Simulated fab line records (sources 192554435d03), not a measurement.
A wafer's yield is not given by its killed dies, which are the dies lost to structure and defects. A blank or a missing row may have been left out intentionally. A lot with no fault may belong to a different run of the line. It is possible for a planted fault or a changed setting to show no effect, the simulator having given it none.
fab line records :: flow n5-finfet :: part 2 of 2: steps 22 to 32 of 32
record
  lots=5
  wafers=15
  last-day=16
route steps=1938 shown BEOL_M2@844
lots that met no fault: from a run of the same line without faults
start-h: the number of hours between the record's first day and the start of the first shown wafer of the lot :: wait-h: time in hours since the lot's previous step :: " identical to the entry in the row above :: L1.1+2: several wafers, shown together as one row :: - value missing, or start not given :: * or withheld: withheld :: < > ~ a bound
route shown NAME@n: a module of which the file shows steps, and the number in the route of the first :: usual: mean and standard deviation over wafers with no fault :: same: alike in all rows :: chamber/n: place in a boat :: sites: per-site readings :: _std_site: standard deviation of those values :: _edge_site: outer sites' mean less inner sites' :: radius-mm: for every site, how far away it sits from the centre of the wafer :: mask NAME#n: copy n :: behind: the most recent tool/chamber to have shaped the wafer :: hold: cause of the lot's hold/its duration in hours/its outcome :: device: transistor that didn't switch, given as n, p or np :: end of line: tests of these same wafers at the route's end :: a step given without rows: its recipe and nothing more :: killed: the dies lost at the first sort to structure and to defects; this is not the yield of the wafer :: map: shows each die of a wafer: x if killed, . if not, _ if none is there
set.NAME: setting as actually run; set.NAME@STEP: the setting as run at that earlier step :: model.NAME: the simulator's own value behind a step, which no gauge read
lots at some steps of the route; a table a step, a row a wafer
services: from which hour (start-h, from the record's first day; less than 0 if before it) a tool's chamber was out of use, for how many hours, and why
## steps
# step N5_BEOL_M2_STRIP_19
# recipe
  chemistry=O2
  power-w=400
  temp-c=40
  pressure-mtorr=30
  rf-frequency-hz=6e+07
  bias-power-w=0
  overash-fraction=0.2
  o2-flow-sccm=225
# usual
  drypump-motor-current-A=5.7/0.45
  oes-product-au=0.79/0.098
  rf-vpp-V=3.6/0.53
  showerhead-plenum-p-Torr=2.13/0.085
  throttle-valve-pct=16.73/0.27
lot.wafer: L074.1
tool: rie-diel-02
chamber: 1
start-h: 136.31
wait-h: 0.3
drypump-motor-current-A: 6.6
oes-product-au: 0.83
rf-hours-counter-h: 70
rf-vpp-V: 3.7
showerhead-plenum-p-Torr: 2.22
throttle-valve-pct: 16.40

lot.wafer: L074.2
tool: rie-diel-02
chamber: 2
start-h: 136.31
wait-h: 0.3
drypump-motor-current-A: 6.0
oes-product-au: 0.74
rf-hours-counter-h: 176
rf-vpp-V: 3.6
showerhead-plenum-p-Torr: 2.18
throttle-valve-pct: 16.64

lot.wafer: L074.6
tool: rie-diel-02
chamber: 3
start-h: 136.31
wait-h: 0.3
drypump-motor-current-A: 5.8
oes-product-au: 0.68
rf-hours-counter-h: -
rf-vpp-V: 3.7
showerhead-plenum-p-Torr: 2.07
throttle-valve-pct: 16.75

lot.wafer: L076.2
tool: rie-diel-06
chamber: 3
start-h: 149.61
wait-h: 0.2
drypump-motor-current-A: 5.7
oes-product-au: 0.90
rf-hours-counter-h: 23
rf-vpp-V: 4.1
showerhead-plenum-p-Torr: 2.22
throttle-valve-pct: 16.41

lot.wafer: L076.5
tool: rie-diel-06
chamber: 0
start-h: 149.61
wait-h: 0.2
drypump-motor-current-A: 5.8
oes-product-au: 0.69
rf-hours-counter-h: -
rf-vpp-V: 3.0
showerhead-plenum-p-Torr: 2.08
throttle-valve-pct: 17.10

lot.wafer: L076.6
tool: rie-diel-06
chamber: 3
start-h: 149.61
wait-h: 0.2
drypump-motor-current-A: 5.8
oes-product-au: 0.90
rf-hours-counter-h: -
rf-vpp-V: 5.0
showerhead-plenum-p-Torr: 2.22
throttle-valve-pct: 16.42

lot.wafer: L079.2
tool: rie-diel-05
chamber: 0
start-h: 162.53
wait-h: 0.2
drypump-motor-current-A: 5.9
oes-product-au: 0.93
rf-hours-counter-h: 20
rf-vpp-V: 3.8
showerhead-plenum-p-Torr: 2.05
throttle-valve-pct: 16.24

lot.wafer: L079.3
tool: rie-diel-05
chamber: 1
start-h: 162.53
wait-h: 0.2
drypump-motor-current-A: 5.2
oes-product-au: 0.83
rf-hours-counter-h: 73
rf-vpp-V: 4.0
showerhead-plenum-p-Torr: 2.12
throttle-valve-pct: 16.88

lot.wafer: L079.5
tool: rie-diel-05
chamber: 3
start-h: 162.53
wait-h: 0.2
drypump-motor-current-A: 4.9
oes-product-au: 0.70
rf-hours-counter-h: -
rf-vpp-V: 4.0
showerhead-plenum-p-Torr: 2.16
throttle-valve-pct: 16.68

lot.wafer: L089.1
tool: rie-diel-02
chamber: 0
start-h: 231.81
wait-h: 0.1
drypump-motor-current-A: 6.4
oes-product-au: 0.72
rf-hours-counter-h: 193
rf-vpp-V: 3.8
showerhead-plenum-p-Torr: 2.09
throttle-valve-pct: 16.56

lot.wafer: L089.4
tool: rie-diel-02
chamber: 1
start-h: 231.81
wait-h: 0.1
drypump-motor-current-A: 6.6
oes-product-au: 0.79
rf-hours-counter-h: -
rf-vpp-V: 4.0
showerhead-plenum-p-Torr: 2.21
throttle-valve-pct: 16.46

lot.wafer: L089.6
tool: rie-diel-02
chamber: 0
start-h: 231.81
wait-h: 0.1
drypump-motor-current-A: 6.4
oes-product-au: 0.74
rf-hours-counter-h: -
rf-vpp-V: 4.3
showerhead-plenum-p-Torr: 2.08
throttle-valve-pct: 16.55

lot.wafer: L092.1
tool: rie-diel-06
chamber: 0
start-h: 240.23
wait-h: 0.2
drypump-motor-current-A: 5.8
oes-product-au: 0.67
rf-hours-counter-h: 249
rf-vpp-V: 3.6
showerhead-plenum-p-Torr: 2.07
throttle-valve-pct: 17.14

lot.wafer: L092.4
tool: rie-diel-06
chamber: 3
start-h: 240.23
wait-h: 0.2
drypump-motor-current-A: 5.8
oes-product-au: 0.85
rf-hours-counter-h: 59
rf-vpp-V: 3.4
showerhead-plenum-p-Torr: 2.21
throttle-valve-pct: 16.49

lot.wafer: L092.6
tool: rie-diel-06
chamber: 0
start-h: 240.23
wait-h: 0.2
drypump-motor-current-A: 5.8
oes-product-au: 0.67
rf-hours-counter-h: -
rf-vpp-V: 4.3
showerhead-plenum-p-Torr: 2.07
throttle-valve-pct: 17.13
# step N5_BEOL_M2_CD_MEAS_18
# recipe
  pitch-nm=36
  target-cd-nm=18
# usual
  cd-nm=18.04/0.28
lot.wafer: L074.1
tool: cd-sem-02
chamber: -
start-h: 136.38
wait-h: 0.0
cd-nm: 17.96

lot.wafer: L074.2
tool: cd-sem-02
chamber: -
start-h: 136.38
wait-h: 0.0
cd-nm: 17.50

lot.wafer: L074.6
tool: cd-sem-02
chamber: -
start-h: 136.38
wait-h: 0.0
cd-nm: 18.45

lot.wafer: L076.2
tool: cd-sem-01
chamber: -
start-h: 149.68
wait-h: 0.1
cd-nm: 17.47

lot.wafer: L076.5
tool: cd-sem-01
chamber: -
start-h: 149.68
wait-h: 0.1
cd-nm: 17.37

lot.wafer: L076.6
tool: cd-sem-01
chamber: -
start-h: 149.68
wait-h: 0.1
cd-nm: 17.51

lot.wafer: L079.2
tool: cd-sem-03
chamber: -
start-h: 162.60
wait-h: 0.1
cd-nm: 17.74

lot.wafer: L079.3
tool: cd-sem-03
chamber: -
start-h: 162.60
wait-h: 0.1
cd-nm: 17.71

lot.wafer: L079.5
tool: cd-sem-03
chamber: -
start-h: 162.60
wait-h: 0.1
cd-nm: 17.78

lot.wafer: L089.1
tool: cd-sem-01
chamber: -
start-h: 231.88
wait-h: 0.0
cd-nm: 18.36

lot.wafer: L089.4
tool: cd-sem-01
chamber: -
start-h: 231.88
wait-h: 0.0
cd-nm: 18.29

lot.wafer: L089.6
tool: cd-sem-01
chamber: -
start-h: 231.88
wait-h: 0.0
cd-nm: 18.11

lot.wafer: L092.1
tool: cd-sem-02
chamber: -
start-h: 240.30
wait-h: 0.0
cd-nm: 18.47

lot.wafer: L092.4
tool: cd-sem-02
chamber: -
start-h: 240.30
wait-h: 0.0
cd-nm: 18.02

lot.wafer: L092.6
tool: cd-sem-02
chamber: -
start-h: 240.30
wait-h: 0.0
cd-nm: 18.25
# step N5_BEOL_M2_COAT_67
# recipe
  resist=SOC
  temp-c=250
  time-s=60
  spin-rpm=1500
  resist-thk-nm=60
# usual
  spin-speed-rpm=1500.0/1.1
lot.wafer: L074.1
tool: litho-track-03
chamber: 0
start-h: 136.41
wait-h: 0.0
spin-speed-rpm: 1500.0

lot.wafer: L074.2
tool: litho-track-03
chamber: 0
start-h: 136.41
wait-h: 0.0
spin-speed-rpm: 1500.2

lot.wafer: L074.6
tool: litho-track-03
chamber: 0
start-h: 136.41
wait-h: 0.0
spin-speed-rpm: 1501.0

lot.wafer: L076.2
tool: litho-track-04
chamber: 0
start-h: 149.72
wait-h: 0.0
spin-speed-rpm: 1498.0

lot.wafer: L076.5
tool: litho-track-04
chamber: 0
start-h: 149.72
wait-h: 0.0
spin-speed-rpm: 1502.9

lot.wafer: L076.6
tool: litho-track-04
chamber: 0
start-h: 149.72
wait-h: 0.0
spin-speed-rpm: 1502.5

lot.wafer: L079.2
tool: litho-track-05
chamber: 0
start-h: 162.64
wait-h: 0.0
spin-speed-rpm: 1500.1

lot.wafer: L079.3
tool: litho-track-05
chamber: 0
start-h: 162.64
wait-h: 0.0
spin-speed-rpm: 1502.3

lot.wafer: L079.5
tool: litho-track-05
chamber: 0
start-h: 162.64
wait-h: 0.0
spin-speed-rpm: 1500.3

lot.wafer: L089.1
tool: litho-track-04
chamber: 0
start-h: 231.92
wait-h: 0.0
spin-speed-rpm: 1499.1

lot.wafer: L089.4
tool: litho-track-04
chamber: 0
start-h: 231.92
wait-h: 0.0
spin-speed-rpm: 1497.7

lot.wafer: L089.6
tool: litho-track-04
chamber: 0
start-h: 231.92
wait-h: 0.0
spin-speed-rpm: 1499.6

lot.wafer: L092.1
tool: litho-track-05
chamber: 0
start-h: 240.34
wait-h: 0.0
spin-speed-rpm: 1501.4

lot.wafer: L092.4
tool: litho-track-05
chamber: 0
start-h: 240.34
wait-h: 0.0
spin-speed-rpm: 1502.3

lot.wafer: L092.6
tool: litho-track-05
chamber: 0
start-h: 240.34
wait-h: 0.0
spin-speed-rpm: 1500.5
# step N5_BEOL_M2_COAT_68
# recipe
  resist=SiARC
  temp-c=220
  time-s=60
  spin-rpm=1500
  resist-thk-nm=12
# usual
  spin-speed-rpm=1499.8/0.98
lot.wafer: L074.1
tool: litho-track-03
chamber: 0
start-h: -
wait-h: -
spin-speed-rpm: 1500.1

lot.wafer: L074.2
tool: litho-track-03
chamber: 0
start-h: -
wait-h: -
spin-speed-rpm: 1501.6

lot.wafer: L074.6
tool: litho-track-03
chamber: 0
start-h: -
wait-h: -
spin-speed-rpm: 1500.7

lot.wafer: L076.2
tool: litho-track-04
chamber: 0
start-h: -
wait-h: -
spin-speed-rpm: 1500.2

lot.wafer: L076.5
tool: litho-track-04
chamber: 0
start-h: -
wait-h: -
spin-speed-rpm: 1499.1

lot.wafer: L076.6
tool: litho-track-04
chamber: 0
start-h: -
wait-h: -
spin-speed-rpm: 1499.0

lot.wafer: L079.2
tool: litho-track-05
chamber: 0
start-h: -
wait-h: -
spin-speed-rpm: 1499.4

lot.wafer: L079.3
tool: litho-track-05
chamber: 0
start-h: -
wait-h: -
spin-speed-rpm: 1500.4

lot.wafer: L079.5
tool: litho-track-05
chamber: 0
start-h: -
wait-h: -
spin-speed-rpm: 1500.0

lot.wafer: L089.1
tool: litho-track-04
chamber: 0
start-h: -
wait-h: -
spin-speed-rpm: 1501.5

lot.wafer: L089.4
tool: litho-track-04
chamber: 0
start-h: -
wait-h: -
spin-speed-rpm: 1501.5

lot.wafer: L089.6
tool: litho-track-04
chamber: 0
start-h: -
wait-h: -
spin-speed-rpm: 1502.6

lot.wafer: L092.1
tool: litho-track-05
chamber: 0
start-h: -
wait-h: -
spin-speed-rpm: 1499.8

lot.wafer: L092.4
tool: litho-track-05
chamber: 0
start-h: -
wait-h: -
spin-speed-rpm: 1500.4

lot.wafer: L092.6
tool: litho-track-05
chamber: 0
start-h: -
wait-h: -
spin-speed-rpm: 1498.5
# step N5_BEOL_M2_COAT_76
# recipe
  resist=underlayer
  temp-c=205
  time-s=60
  spin-rpm=1500
  resist-thk-nm=5
# usual
  spin-speed-rpm=1499.9/1.3
lot.wafer: L074.1
tool: litho-track-03
chamber: 0
start-h: -
wait-h: -
spin-speed-rpm: 1499.4

lot.wafer: L074.2
tool: litho-track-03
chamber: 0
start-h: -
wait-h: -
spin-speed-rpm: 1500.6

lot.wafer: L074.6
tool: litho-track-03
chamber: 0
start-h: -
wait-h: -
spin-speed-rpm: 1500.4

lot.wafer: L076.2
tool: litho-track-04
chamber: 0
start-h: -
wait-h: -
spin-speed-rpm: 1497.6

lot.wafer: L076.5
tool: litho-track-04
chamber: 0
start-h: -
wait-h: -
spin-speed-rpm: 1498.6

lot.wafer: L076.6
tool: litho-track-04
chamber: 0
start-h: -
wait-h: -
spin-speed-rpm: 1499.0

lot.wafer: L079.2
tool: litho-track-05
chamber: 0
start-h: -
wait-h: -
spin-speed-rpm: 1500.0

lot.wafer: L079.3
tool: litho-track-05
chamber: 0
start-h: -
wait-h: -
spin-speed-rpm: 1499.5

lot.wafer: L079.5
tool: litho-track-05
chamber: 0
start-h: -
wait-h: -
spin-speed-rpm: 1501.2

lot.wafer: L089.1
tool: litho-track-04
chamber: 0
start-h: -
wait-h: -
spin-speed-rpm: 1499.9

lot.wafer: L089.4
tool: litho-track-04
chamber: 0
start-h: -
wait-h: -
spin-speed-rpm: 1498.2

lot.wafer: L089.6
tool: litho-track-04
chamber: 0
start-h: -
wait-h: -
spin-speed-rpm: 1497.7

lot.wafer: L092.1
tool: litho-track-05
chamber: 0
start-h: -
wait-h: -
spin-speed-rpm: 1500.8

lot.wafer: L092.4
tool: litho-track-05
chamber: 0
start-h: -
wait-h: -
spin-speed-rpm: 1500.5

lot.wafer: L092.6
tool: litho-track-05
chamber: 0
start-h: -
wait-h: -
spin-speed-rpm: 1498.7
# step N5_BEOL_M2_COAT_22
# recipe
  resist=CAR-EUV
  spin-rpm=1500
  resist-thk-nm=30
# usual
  spin-speed-rpm=1500.2/1.1
lot.wafer: L074.1
tool: litho-track-03
chamber: 0
start-h: -
wait-h: -
spin-speed-rpm: 1498.5

lot.wafer: L074.2
tool: litho-track-03
chamber: 0
start-h: -
wait-h: -
spin-speed-rpm: 1499.8

lot.wafer: L074.6
tool: litho-track-03
chamber: 0
start-h: -
wait-h: -
spin-speed-rpm: 1499.8

lot.wafer: L076.2
tool: litho-track-04
chamber: 0
start-h: -
wait-h: -
spin-speed-rpm: 1500.9

lot.wafer: L076.5
tool: litho-track-04
chamber: 0
start-h: -
wait-h: -
spin-speed-rpm: 1501.7

lot.wafer: L076.6
tool: litho-track-04
chamber: 0
start-h: -
wait-h: -
spin-speed-rpm: 1500.3

lot.wafer: L079.2
tool: litho-track-05
chamber: 0
start-h: -
wait-h: -
spin-speed-rpm: 1499.6

lot.wafer: L079.3
tool: litho-track-05
chamber: 0
start-h: -
wait-h: -
spin-speed-rpm: 1499.9

lot.wafer: L079.5
tool: litho-track-05
chamber: 0
start-h: -
wait-h: -
spin-speed-rpm: 1499.2

lot.wafer: L089.1
tool: litho-track-04
chamber: 0
start-h: -
wait-h: -
spin-speed-rpm: 1498.6

lot.wafer: L089.4
tool: litho-track-04
chamber: 0
start-h: -
wait-h: -
spin-speed-rpm: 1501.1

lot.wafer: L089.6
tool: litho-track-04
chamber: 0
start-h: -
wait-h: -
spin-speed-rpm: 1499.5

lot.wafer: L092.1
tool: litho-track-05
chamber: 0
start-h: -
wait-h: -
spin-speed-rpm: 1500.5

lot.wafer: L092.4
tool: litho-track-05
chamber: 0
start-h: -
wait-h: -
spin-speed-rpm: 1501.4

lot.wafer: L092.6
tool: litho-track-05
chamber: 0
start-h: -
wait-h: -
spin-speed-rpm: 1501.3
# step N5_BEOL_M2_EBR_24
# recipe
  solvent=PGMEA
  ebr-width-mm=1.5
lot.wafer: L074.1+2+6
tool: litho-track-03
chamber: 0
start-h: -
wait-h: -

lot.wafer: L076.2+5+6
tool: litho-track-04
chamber: 0
start-h: -
wait-h: -

lot.wafer: L079.2+3+5
tool: litho-track-05
chamber: 0
start-h: -
wait-h: -

lot.wafer: L089.1+4+6
tool: litho-track-04
chamber: 0
start-h: -
wait-h: -

lot.wafer: L092.1+4+6
tool: litho-track-05
chamber: 0
start-h: -
wait-h: -
# step N5_BEOL_M2_SOFTBAKE_23
# recipe
  temp-c=110
  time-s=60
  resist=CAR-EUV
lot.wafer: L074.1+2+6
tool: litho-track-03
chamber: 0
start-h: -
wait-h: -

lot.wafer: L076.2+5+6
tool: litho-track-04
chamber: 0
start-h: -
wait-h: -

lot.wafer: L079.2+3+5
tool: litho-track-05
chamber: 0
start-h: -
wait-h: -

lot.wafer: L089.1+4+6
tool: litho-track-04
chamber: 0
start-h: -
wait-h: -

lot.wafer: L092.1+4+6
tool: litho-track-05
chamber: 0
start-h: -
wait-h: -
# step N5_BEOL_M2_EXPOSE_25
# recipe
  mask-id=V1
  na=0.33
  source-shape=quasar
  sigma-inner=0.2
  sigma-outer=0.8
  polarization=unpolarized
  defocus-nm=5
  dose-mj=63
# usual
  reticle-temp-C=23.01/0.11
  stage-msd-nm=0.888/0.028
# same
  dipole-opening-deg=30
  na=0.33
lot.wafer: L074.1
tool: euv-scanner-02
chamber: 0
start-h: 136.62
wait-h: -
mask: V1#0
reticle-temp-C: 23.00
stage-msd-nm: 0.875

lot.wafer: L074.2
tool: euv-scanner-02
chamber: 0
start-h: 136.62
wait-h: -
mask: V1#0
reticle-temp-C: 22.91
stage-msd-nm: 0.870

lot.wafer: L074.6
tool: euv-scanner-02
chamber: 0
start-h: 136.62
wait-h: -
mask: V1#0
reticle-temp-C: 22.98
stage-msd-nm: 0.873

lot.wafer: L076.2
tool: euv-scanner-01
chamber: 0
start-h: 149.86
wait-h: -
mask: V1#0
reticle-temp-C: 22.89
stage-msd-nm: 0.935

lot.wafer: L076.5
tool: euv-scanner-01
chamber: 0
start-h: 149.86
wait-h: -
mask: V1#0
reticle-temp-C: 23.05
stage-msd-nm: 0.938

lot.wafer: L076.6
tool: euv-scanner-01
chamber: 0
start-h: 149.86
wait-h: -
mask: V1#0
reticle-temp-C: 22.84
stage-msd-nm: 0.937

lot.wafer: L079.2
tool: euv-scanner-02
chamber: 0
start-h: 162.91
wait-h: -
mask: V1#0
reticle-temp-C: 23.12
stage-msd-nm: 0.875

lot.wafer: L079.3
tool: euv-scanner-02
chamber: 0
start-h: 162.91
wait-h: -
mask: V1#0
reticle-temp-C: 23.09
stage-msd-nm: 0.873

lot.wafer: L079.5
tool: euv-scanner-02
chamber: 0
start-h: 162.91
wait-h: -
mask: V1#0
reticle-temp-C: 23.12
stage-msd-nm: 0.876

lot.wafer: L089.1
tool: euv-scanner-02
chamber: 0
start-h: 232.05
wait-h: -
mask: V1#0
reticle-temp-C: 23.09
stage-msd-nm: 0.868

lot.wafer: L089.4
tool: euv-scanner-02
chamber: 0
start-h: 232.05
wait-h: -
mask: V1#0
reticle-temp-C: 23.16
stage-msd-nm: 0.866

lot.wafer: L089.6
tool: euv-scanner-02
chamber: 0
start-h: 232.05
wait-h: -
mask: V1#0
reticle-temp-C: 23.06
stage-msd-nm: 0.866

lot.wafer: L092.1
tool: euv-scanner-02
chamber: 0
start-h: 240.47
wait-h: -
mask: V1#0
reticle-temp-C: 22.92
stage-msd-nm: 0.863

lot.wafer: L092.4
tool: euv-scanner-02
chamber: 0
start-h: 240.47
wait-h: -
mask: V1#0
reticle-temp-C: 23.02
stage-msd-nm: 0.865

lot.wafer: L092.6
tool: euv-scanner-02
chamber: 0
start-h: 240.47
wait-h: -
mask: V1#0
reticle-temp-C: 22.99
stage-msd-nm: 0.866
# step N5_BEOL_M2_PEB_26
# recipe
  peb-temp-c=100
  peb-time-s=60
  resist=CAR-EUV
# same
  peb-time-s=60
lot.wafer: L074.1+2+6
tool: litho-track-03
chamber: 0
start-h: 136.70
wait-h: 0.1

lot.wafer: L076.2+5+6
tool: litho-track-05
chamber: 0
start-h: 149.93
wait-h: 0.1

lot.wafer: L079.2+3+5
tool: litho-track-03
chamber: 0
start-h: 162.98
wait-h: 0.1

lot.wafer: L089.1+4+6
tool: litho-track-03
chamber: 0
start-h: 232.13
wait-h: 0.1

lot.wafer: L092.1+4+6
tool: litho-track-05
chamber: 0
start-h: 240.55
wait-h: 0.1
# step N5_BEOL_M2_DEVELOP_27
# recipe
  develop-time-s=30
  developer=TMAH
  resist=CAR-EUV
  rinse-liquid=surfactant-rinse
  dry=air-spin
  dev-temp-c=23
lot.wafer: L074.1+2+6
tool: litho-track-03
chamber: 0
start-h: -
wait-h: -

lot.wafer: L076.2+5+6
tool: litho-track-05
chamber: 0
start-h: -
wait-h: -

lot.wafer: L079.2+3+5
tool: litho-track-03
chamber: 0
start-h: -
wait-h: -

lot.wafer: L089.1+4+6
tool: litho-track-03
chamber: 0
start-h: -
wait-h: -

lot.wafer: L092.1+4+6
tool: litho-track-05
chamber: 0
start-h: -
wait-h: -
## services
tool: rie-diel-05
chamber: 2
start-h: 118.45
hours: -
kind: clean

tool: rie-diel-05
chamber: 2
start-h: 118.45
hours: -
kind: consumable-replace:focus-ring

tool: rie-diel-05
chamber: 2
start-h: 118.45
hours: -
kind: consumable-replace:showerhead

tool: rie-diel-05
chamber: 2
start-h: 118.45
hours: 17.9
kind: scheduled-down

tool: rie-diel-05
chamber: 2
start-h: 118.45
hours: 17.9
kind: vent-cycle

tool: euv-scanner-02
chamber: 0
start-h: 118.88
hours: -
kind: calibration

tool: euv-scanner-01
chamber: -
start-h: 127.41
hours: 1.0
kind: pm

tool: euv-scanner-01
chamber: -
start-h: 130.37
hours: 4.6
kind: pm

tool: euv-scanner-01
chamber: -
start-h: 136.30
hours: 2.4
kind: repair

tool: litho-track-05
chamber: -
start-h: 137.81
hours: -
kind: consumable-replace:filter

tool: euv-scanner-02
chamber: -
start-h: 144.20
hours: 1.0
kind: pm

tool: rie-diel-06
chamber: 1
start-h: 170.03
hours: -
kind: clean

tool: rie-diel-06
chamber: 1
start-h: 170.03
hours: -
kind: consumable-replace:focus-ring

tool: rie-diel-06
chamber: 1
start-h: 170.03
hours: -
kind: consumable-replace:showerhead

tool: rie-diel-06
chamber: 1
start-h: 170.03
hours: 12.2
kind: scheduled-down

tool: rie-diel-06
chamber: 1
start-h: 170.03
hours: 12.2
kind: vent-cycle

tool: euv-scanner-01
chamber: -
start-h: 183.56
hours: 1.0
kind: pm

tool: rie-diel-06
chamber: 0
start-h: 200.31
hours: 15.8
kind: repair

tool: euv-scanner-02
chamber: -
start-h: 200.35
hours: 1.0
kind: pm

tool: euv-scanner-01
chamber: -
start-h: 211.95
hours: 6.2
kind: pm

tool: rie-diel-02
chamber: 3
start-h: 221.54
hours: -
kind: clean

tool: rie-diel-02
chamber: 3
start-h: 221.54
hours: -
kind: consumable-replace:focus-ring

tool: litho-track-05
chamber: -
start-h: 235.69
hours: -
kind: consumable-replace:filter

tool: euv-scanner-01
chamber: -
start-h: 239.71
hours: 1.0
kind: pm
